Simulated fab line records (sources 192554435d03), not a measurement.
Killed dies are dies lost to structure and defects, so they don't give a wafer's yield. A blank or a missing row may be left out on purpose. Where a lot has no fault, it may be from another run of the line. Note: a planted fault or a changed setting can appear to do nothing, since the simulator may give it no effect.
fab line records    flow n5-finfet
record: lots: 11  wafers: 31  last-day: 17
route steps=1938 shown BEOL_M10@1506 PASSIVATION@1936
lots with no fault: from the same line, run without faults
start-h: start of the lot's first displayed wafer, in hours after the record's first day    wait-h: hours since the lot's step before    " same as the row above    L1.1+2: a single row standing in for several wafers    - value missing, or start not given    * or withheld: withheld    < > ~ a bound
route shown NAME@n: names a module that has steps shown in the file, with the first one's number in the route    usual: mean and standard deviation over wafers with no fault    same: alike in all rows    chamber/n: place in a boat    sites: each site's reading    _std_site: the values' standard deviation    _edge_site: outer sites' mean less inner sites'    radius-mm: for every site, how far away it sits from the centre of the wafer    mask NAME#n: copy n    behind: tool/chamber where the wafer was last shaped    hold: why the lot went on hold/how many hours it stayed there/how the hold came to an end    device: the n, p or np transistor that did not switch    end of line: tests run on the same wafers once the route is complete    a step without rows: its recipe alone    killed: not the wafer's yield, but the dies lost to structure and defects at the first sort    map: per-die view of a wafer (x killed, . not killed, _ where there is no die)
set.NAME: the run value of the setting; set.NAME@STEP: its run value at that earlier step    model.NAME: the simulator's own value behind a step, which no gauge read
a sample of lots followed through the steps of the route, with each step as a table and each wafer as a row
services: when a tool's chamber went out of use (start-h, in hours from the record's first day, below 0 if earlier), for how many hours, and the reason
== steps ==
step: N5_BEOL_M10_ETCH_65
recipe: chemistry: CF4  target: SiARC  target-depth-a: 390  mask-material: CAR-ArF  time-s: 65  ion-energy-ev: 80  pressure-mtorr: 40  source-w: 545  bias-w: 36  Ar_flow_sccm: 100  cf4-flow-sccm: 100  ends: cleared
usual: bias-w: 36.01/0.11  cf4-flow-sccm: 100.0/0.33  drypump-motor-current-A: 5.8/0.55  etch-rf-on-time-s: 64.3/1.7  oes-product-au: 0.70/0.074  rf-vpp-V: 184.5/1.2  showerhead-plenum-p-Torr: 2.18/0.064  throttle-valve-pct: 15.52/0.21
lot.wafer  tool         chamber  start-h  wait-h  bias-w  cf4-flow-sccm  drypump-motor-current-A  etch-rf-on-time-s  oes-product-au  rf-hours-counter-h  rf-vpp-V  showerhead-plenum-p-Torr  throttle-valve-pct
L698.1     rie-diel-03  3        244.45   0.0     36.07   99.1           6.0                      63.7               0.68            125                 183.4     2.06                      15.65
L698.3     "            1        "        "       36.00   100.4          5.5                      62.9               0.61            206                 184.4     2.20                      15.71
L698.4     "            2        "        "       36.08   99.8           5.0                      64.0               0.68            96                  184.8     2.17                      15.87
L702.1     rie-diel-03  2        253.97   0.0     35.85   99.8           5.0                      63.2               0.68            101                 184.0     2.17                      15.88
L702.3     "            0        "        "       36.19   100.3          5.2                      66.8               0.72            58                  184.9     2.16                      15.33
L702.4     "            1        "        "       35.91   100.5          5.5                      62.9               0.60            210                 184.0     2.20                      15.73
L700.1     rie-diel-06  1        254.18   0.0     36.10   100.3          6.6                      66.1               0.60            228                 185.3     2.19                      15.68
L700.3     "            0        "        "       36.04   100.1          5.7                      65.8               0.57            241                 185.4     2.21                      15.74
L700.6     "            1        "        "       35.94   99.7           6.6                      65.7               0.60            -                   183.4     2.19                      15.70
L703.2     rie-diel-06  3        271.35   0.0     36.36   99.7           5.4                      67.6               0.75            28                  185.1     2.27                      15.43
L703.4     "            0        "        "       36.06   99.4           5.7                      66.5               0.56            247                 184.8     2.20                      15.75
L703.5     "            3        "        "       36.14   100.0          5.4                      67.3               0.75            -                   186.9     2.27                      15.44
L706.1     rie-diel-01  1        271.88   0.0     35.90   99.9           5.8                      64.5               0.81            18                  184.9     2.29                      15.22
L706.5     "            3        "        "       36.08   99.6           6.5                      62.4               0.77            -                   184.5     2.18                      15.34
L706.6     "            0        "        "       36.04   100.0          6.3                      67.3               0.62            -                   186.5     2.22                      15.53
L710.2     rie-diel-01  3        310.39   0.0     36.10   99.4           6.5                      61.9               0.74            41                  184.5     2.18                      15.35
L710.3     "            0        "        "       35.77   100.5          6.4                      66.0               0.62            169                 185.6     2.21                      15.56
L710.5     "            3        "        "       36.02   99.8           6.5                      62.2               0.74            -                   184.1     2.18                      15.38
L709.1     rie-diel-03  0        310.94   0.0     36.04   100.3          5.2                      65.0               0.70            77                  185.7     2.15                      15.37
L709.3     "            2        "        "       35.91   99.8           5.0                      61.9               0.67            125                 184.9     2.16                      15.91
L709.4     "            3        "        "       36.12   100.0          5.9                      62.2               0.67            150                 183.4     2.05                      15.70
L712.1     rie-diel-06  0        316.73   0.0     35.96   99.8           5.7                      66.8               0.82            6                   185.8     2.20                      15.28
L712.5     "            0        "        "       36.04   99.8           5.7                      67.0               0.81            -                   186.4     2.20                      15.26
L712.6     "            3        "        "       35.91   99.9           5.4                      67.3               0.73            -                   186.1     2.26                      15.46
L714.3     rie-diel-03  3        325.35   0.0     36.09   99.9           6.0                      64.1               0.65            157                 183.1     2.05                      15.70
L714.4     "            3        "        "       36.09   99.8           6.0                      63.5               0.65            -                   183.6     2.05                      15.70
L714.6     "            2        "        "       36.11   99.7           5.0                      64.2               0.66            -                   184.2     2.16                      15.92
L716.4     rie-diel-01  0        338.11   0.0     36.11   100.4          6.3                      66.6               0.60            178                 185.1     2.21                      15.57
L716.6     "            2        "        "       36.13   100.7          5.2                      62.1               0.68            -                   184.1     2.24                      15.53
L715.4     rie-diel-03  1        349.17   0.0     36.00   100.0          5.4                      62.8               0.59            245                 184.5     2.19                      15.81
L715.6     "            0        "        "       35.90   100.1          5.2                      65.8               0.70            -                   183.3     2.15                      15.40
step: N5_BEOL_M10_CD_MEAS_35
recipe: target-cd-nm: 70  polarity: opening
usual: cd-nm: 69.8/0.73
lot.wafer  tool       chamber  start-h  wait-h  cd-nm
L698.1     cd-sem-03  -        245.06   0.0     69.7
L698.3     "          -        "        "       70.2
L698.4     "          -        "        "       70.1
L702.1     cd-sem-01  -        254.58   0.0     70.4
L702.3     "          -        "        "       70.2
L702.4     "          -        "        "       69.2
L700.1     cd-sem-02  -        254.79   0.0     70.1
L700.3     "          -        "        "       70.7
L700.6     "          -        "        "       70.2
L703.2     cd-sem-02  -        271.96   0.0     69.5
L703.4     "          -        "        "       70.2
L703.5     "          -        "        "       69.8
L706.1     cd-sem-03  -        272.49   0.0     70.3
L706.5     "          -        "        "       68.9
L706.6     "          -        "        "       70.3
L710.2     cd-sem-01  -        311.00   0.0     70.4
L710.3     "          -        "        "       70.0
L710.5     "          -        "        "       69.8
L709.1     cd-sem-02  -        311.56   0.0     68.5
L709.3     "          -        "        "       69.2
L709.4     "          -        "        "       69.1
L712.1     cd-sem-03  -        317.34   0.0     68.3
L712.5     "          -        "        "       69.6
L712.6     "          -        "        "       68.2
L714.3     cd-sem-02  -        325.97   0.0     69.2
L714.4     "          -        "        "       70.3
L714.6     "          -        "        "       70.2
L716.4     cd-sem-03  -        338.73   0.0     68.9
L716.6     "          -        "        "       69.7
L715.4     cd-sem-03  -        349.79   0.0     68.5
L715.6     "          -        "        "       69.0
step: N5_BEOL_M10_ALD_74
recipe: material: TaN  target-thk-a: 20  temp-c: 275  ald-precursor-family: PDMAT  ald-co-reactant: NH3  pressure-torr: 3  carrier-flow-sccm: 1500  pulse-time-s: 2  purge-time-s: 3  co-reactant-purge-time-s: 2  co-reactant-pulse-time-s: 3  ald-cycles: 40  precursor-vessel-temp-c: 75  precursor-vessel-pressure-torr: 26.25  precursor-vessel-carrier-sccm: 1000
usual: chamber-pressure-Torr: 3.001/0.0068  heater-power-w: 416/40
same: ald-cycles: 40  pulse-time-s: 2  purge-time-s: 3
lot.wafer  tool          chamber  start-h  wait-h  chamber-pressure-Torr  heater-power-w  since-wet-clean-h
L698.1     ald-metal-01  1        245.72   0.0     3.007                  372             2986
L698.3     "             2        "        "       3.005                  361             2986
L698.4     "             3        "        "       2.994                  379             2986
L702.1     ald-metal-02  0        255.08   0.1     2.984                  423             4533
L702.3     "             2        "        "       2.990                  427             4533
L702.4     "             1        "        "       3.003                  382             4533
L700.1     ald-metal-01  0        255.76   0.0     3.015                  410             2996
L700.3     "             2        "        "       3.002                  360             2996
L700.6     "             0        "        "       3.011                  414             -
L703.2     ald-metal-04  3        272.99   0.1     3.013                  439             1474
L703.4     "             0        "        "       3.001                  403             1474
L703.5     "             2        "        "       2.997                  432             -
L706.1     ald-metal-04  2        273.25   0.2     3.002                  413             1475
L706.5     "             2        "        "       3.001                  424             -
L706.6     "             3        "        "       2.985                  434             -
L710.2     ald-metal-04  1        311.54   0.0     3.009                  447             1513
L710.3     "             3        "        "       2.991                  427             1513
L710.5     "             2        "        "       2.993                  421             -
L709.1     ald-metal-01  1        312.25   0.0     2.999                  359             3052
L709.3     "             2        "        "       2.998                  351             3052
L709.4     "             0        "        "       3.000                  413             3052
L712.1     ald-metal-01  0        318.45   0.0     3.009                  417             3058
L712.5     "             2        "        "       3.005                  363             -
L712.6     "             1        "        "       3.007                  370             -
L714.3     ald-metal-01  2        327.48   0.0     3.006                  364             3067
L714.4     "             1        "        "       3.010                  366             3067
L714.6     "             2        "        "       2.998                  373             -
L716.4     ald-metal-04  2        341.22   0.1     3.004                  408             1543
L716.6     "             3        "        "       2.995                  434             -
L715.4     ald-metal-04  2        352.97   0.1     2.988                  427             1554
L715.6     "             1        "        "       3.005                  448             -
step: N5_BEOL_M10_CVD_75
recipe: material: Co  target-thk-a: 20  temp-c: withheld  precursor: CCTBA/H2  pressure-torr: 30  time-s: 138.9
usual: chamber-pressure-Torr: 30.01/0.067  run-length-s: 161.3/0.41
lot.wafer  tool       chamber  start-h  wait-h  chamber-pressure-Torr  run-length-s  since-wet-clean-h
L698.1     cvd-co-01  2        246.15   0.0     30.02                  161.5         547
L698.3     "          1        "        "       29.92                  161.1         109
L698.4     "          0        "        "       29.94                  162.0         -
L702.1     cvd-co-02  1        255.82   0.2     30.02                  161.1         1235
L702.3     "          0        "        "       29.87                  161.3         797
L702.4     "          2        "        "       30.08                  161.1         -
L700.1     cvd-co-02  1        256.11   0.0     30.02                  161.1         1235
L700.3     "          2        "        "       29.93                  160.7         338
L700.6     "          2        "        "       29.97                  160.8         -
L703.2     cvd-co-01  1        273.41   0.0     30.01                  161.8         136
L703.4     "          0        "        "       30.00                  161.8         -
L703.5     "          1        "        "       30.13                  161.4         -
L706.1     cvd-co-01  0        273.88   0.1     30.02                  161.4         1034
L706.5     "          0        "        "       30.09                  161.4         -
L706.6     "          1        "        "       30.10                  161.4         -
L710.2     cvd-co-01  1        311.92   0.1     30.01                  161.2         175
L710.3     "          0        "        "       30.06                  162.2         1072
L710.5     "          2        "        "       30.12                  162.0         -
L709.1     cvd-co-01  1        312.98   0.3     29.95                  161.1         176
L709.3     "          0        "        "       29.96                  161.5         1073
L709.4     "          1        "        "       30.01                  161.2         -
L712.1     cvd-co-02  2        318.84   0.0     30.07                  161.2         401
L712.5     "          1        "        "       30.03                  161.1         -
L712.6     "          2        "        "       30.07                  160.9         -
L714.3     cvd-co-02  1        327.94   0.1     29.99                  160.6         -
L714.4     "          1        "        "       29.87                  160.8         -
L714.6     "          1        "        "       29.99                  160.6         -
L716.4     cvd-co-01  2        341.71   0.1     30.02                  161.9         -
L716.6     "          1        "        "       30.11                  159.1         -
L715.4     cvd-co-01  1        353.65   0.3     30.07                  161.0         -
L715.6     "          0        "        "       30.08                  158.7         -
step: N5_PASSIVATION_PROBE_49
usual: defect-limited-yield: 91.4/1.5  killed_at_M0_to_M3: 34/10  killed_at_M4_up: 15/6  killed-at-contacts: 12/6  killed-at-front-end: 37/11  killed-at-other: 3.3/2.8  killed-dies: 101/18  killed-open: 66/14  killed-short: 33/7.8  sort_bin_5_function: 5.0/0.97  sort_bin_6_memory: 3.2/0.72  sort_bin_8_speed: 0.00/0.01  sort-n-pass: 1079/18  sort-yield-pct: 91.4/1.5
same: gross-dies: 1180  killed-at-back-side: 0  sort_bin_4_leakage[%]: 0
lot.wafer  tool       chamber  start-h  wait-h  defect-limited-yield[%]  killed_at_M0_to_M3  killed_at_M4_up  killed-at-contacts  killed-at-front-end  killed-at-other  killed-dies  killed-open  killed-short  sort_bin_5_function[%]  sort_bin_6_memory[%]  sort_bin_8_speed[%]  sort-n-pass  sort-yield-pct[%]
L698.1     prober-02  -        302.29   0.0     91.4                     32                  8                19                  40                   2                101          64           36            4.9                     3.4                   0                    1079         91.4
L698.3     prober-02  -        302.39   0.1     90.7                     25                  18               22                  38                   7                110          68           33            5.2                     3.5                   0                    1070         90.7
L698.4     prober-02  -        302.44   0.2     91.4                     23                  10               15                  47                   6                101          62           38            4.6                     3.6                   0                    1079         91.4
L706.1     prober-02  -        323.79   0.0     92.2                     47                  13               6                   24                   2                92           49           37            4.4                     2.6                   0                    1088         92.2
L706.5     prober-02  -        323.99   0.2     92.2                     34                  15               4                   37                   2                92           48           35            4.7                     2.1                   0                    1088         92.2
L706.6     prober-02  -        324.04   0.3     92.1                     41                  18               2                   29                   3                93           47           46            4.2                     3.2                   0                    1087         92.1
L716.6     prober-02  -        386.11   0.3     90.1                     30                  14               13                  57                   3                117          80           37            5.5                     4.1                   0                    1063         90.1
killed by level:class
L698.1 MOL_CONTACT_COAG:geometric-particle:open=12 BEOL_M0_SAQP:geometric-particle:short=9 FIN_SAQP:geometric-particle:open=8 STI_FIN_REVEAL:geometric-particle:open=7 MOL_CONTACT_COAG:geometric-particle:short=7 BEOL_M0_SAQP:geometric-particle:open=6 SPACER0:geometric-particle:open=5 BEOL_M2:geometric-particle:open=4
L698.3 MOL_CONTACT_COAG:geometric-particle:open=18 FIN_SAQP:geometric-particle:open=9 BEOL_M3:geometric-particle:open=6 BEOL_M0_SAQP:geometric-particle:short=5 HKMG_FIN:area-etch=5 FIN_SAQP:geometric-particle:short=4 STI_FIN_REVEAL:geometric-particle:open=4 DUMMY_GATE:geometric-particle:open=4
L698.4 MOL_CONTACT_COAG:geometric-particle:open=14 FIN_SAQP:geometric-particle:open=8 STI_FIN_REVEAL:geometric-particle:open=8 FIN_SAQP:geometric-particle:short=7 GATE_CUT:geometric-particle:short=6 BEOL_M0_SAQP:geometric-particle:short=6 SPACER0:geometric-particle:short=5 BEOL_M4:geometric-particle:open=5
L706.1 BEOL_M0_SAQP:geometric-particle:short=19 BEOL_M0_SAQP:geometric-particle:open=16 BEOL_M4:geometric-particle:open=9 FIN_SAQP:geometric-particle:short=5 MOL_CONTACT_COAG:geometric-particle:open=5 BEOL_M1:geometric-particle:open=5 HKMG_FIN:area-etch=5 BEOL_M2:geometric-particle:open=4
L706.5 BEOL_M0_SAQP:geometric-particle:short=13 BEOL_M0_SAQP:geometric-particle:open=11 STARTING-WAFER:geometric-particle:open=8 HKMG_FIN:area-etch=8 FIN_SAQP:geometric-particle:short=5 BEOL_M4:geometric-particle:open=4 STARTING-WAFER:geometric-particle:short=4 DUMMY_GATE:geometric-particle:open=3
L706.6 BEOL_M0_SAQP:geometric-particle:short=15 BEOL_M3:geometric-particle:short=11 BEOL_M4:geometric-particle:open=11 FIN_SAQP:geometric-particle:short=7 BEOL_M0_SAQP:geometric-particle:open=7 FIN_SAQP:geometric-particle:open=6 GATE_CUT:geometric-particle:short=5 STI_FIN_REVEAL:geometric-particle:open=3
L716.6 FIN_SAQP:geometric-particle:open=18 MOL_CONTACT_COAG:geometric-particle:open=10 BEOL_M0_SAQP:geometric-particle:open=9 GATE_CUT:geometric-particle:short=9 BEOL_M3:geometric-particle:open=9 FIN_SAQP:geometric-particle:short=6 STI_FIN_REVEAL:geometric-particle:open=6 BEOL_M0_SAQP:geometric-particle:short=5
== services ==
tool          chamber  start-h  hours  kind
rie-diel-06   -        233.19   15.6   pm
cvd-co-02     1        240.53   10.1   repair
rie-diel-06   3        251.02   9.4    repair
rie-diel-03   3        259.60   4.2    repair
rie-diel-06   0        263.94   4.2    repair
rie-diel-06   -        277.23   4.3    pm
rie-diel-06   0        284.94   -      clean
rie-diel-06   0        284.94   -      consumable-replace:focus-ring
rie-diel-06   0        284.94   15.1   scheduled-down
rie-diel-06   0        284.94   15.1   vent-cycle
rie-diel-01   0        287.50   1.8    repair
cvd-co-02     0        290.57   66.4   repair
ald-metal-04  3        292.83   2.8    repair
cvd-co-01     -        298.11   6.9    pm
rie-diel-03   0        303.24   7.5    repair
rie-diel-06   2        309.91   2.8    repair
rie-diel-06   1        313.78   -      clean
rie-diel-06   1        313.78   -      consumable-replace:focus-ring
rie-diel-06   1        313.78   20.5   scheduled-down
rie-diel-03   1        321.25   4.6    repair
cvd-co-02     2        324.30   8.6    repair
ald-metal-04  3        329.48   2.8    repair
ald-metal-01  3        333.69   2.0    repair
ald-metal-02  -        335.70   0.9    repair
== key ==
first-sign: step: N5_BEOL_M10_CVD_75  reading: run-length-s  direction: down  sigmas: 5.8  usual: *  struck: *
effect none on later readings
met-at N5_BEOL_M10_CVD_75
struck-lots L715,L716
struck-wafers L715.6,L716.6
not-acting-at N5_BEOL_M10_ETCH_65,N5_BEOL_M10_CD_MEAS_35,N5_BEOL_M10_ALD_74
onset-between 312.98 341.71
fault: kind: process-parameter-drift  tool: cvd-co-01  chamber: -  onset-h: 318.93  steps: N5_BEOL_M10_CVD_75  channel: time-s  offset: *  shape: step  end-h: 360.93  scope: struck-wafers-only  acts-in: *  stated: *
